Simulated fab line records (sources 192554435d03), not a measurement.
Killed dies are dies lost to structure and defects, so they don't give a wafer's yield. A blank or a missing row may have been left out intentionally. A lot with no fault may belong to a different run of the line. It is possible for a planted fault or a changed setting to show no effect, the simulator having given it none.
Matching of chambers | flow n5Finfet | N5_MOL_CONTACT_COAG_STRIP_72 on rieDiel-05 has 4 sister chambers
The step strips in N2/H2. 4 wafers are shown with their chamber, then 8 later ones without.

== EACH WAFER AND ITS CHAMBER ==
wafer  | chamber | showerheadPlenumPTorr (Torr)
L084.6 | 3       | 2.71
L088.5 | 1       | 2.42
L088.6 | 0       | 2.57
L089.3 | 2       | 2.63

== WAFERS WITHOUT THEIR CHAMBER ==
wafer  | showerheadPlenumPTorr (Torr)
L089.4 | 2.71
L089.5 | 2.71
L092.2 | 2.63
L092.5 | 2.70
L092.6 | 2.63
L095.2 | 2.57
L095.4 | 2.42
L095.5 | 2.62

== WHICH CHAMBER EACH WENT THROUGH ==
wafer  | from the rows above | in truth
L089.4 | 3                   | 3
L089.5 | 3                   | 3
L092.2 | 2                   | 2
L092.5 | 3                   | 3
L092.6 | 2                   | 2
L095.2 | 0                   | 0
L095.4 | 1                   | 1
L095.5 | 2                   | 2
Placed correctly: 8 of 8. Not placeable from these rows: 0. 0 placed wrongly.
How it was worked out, from the rows above alone: a wafer's distance from a chamber is the root of the sum, over the readings, of the square of ((its reading less the chamber's mean) divided by the reading's scatter). The wafer belongs to the nearest chamber; if the next one is less than 2 further off, it can't be placed. Each chamber's mean is taken over the wafers shown for it. The scatter: root of mean squared gap, hidden wafer to nearest shown wafer, with one shown wafer a chamber.
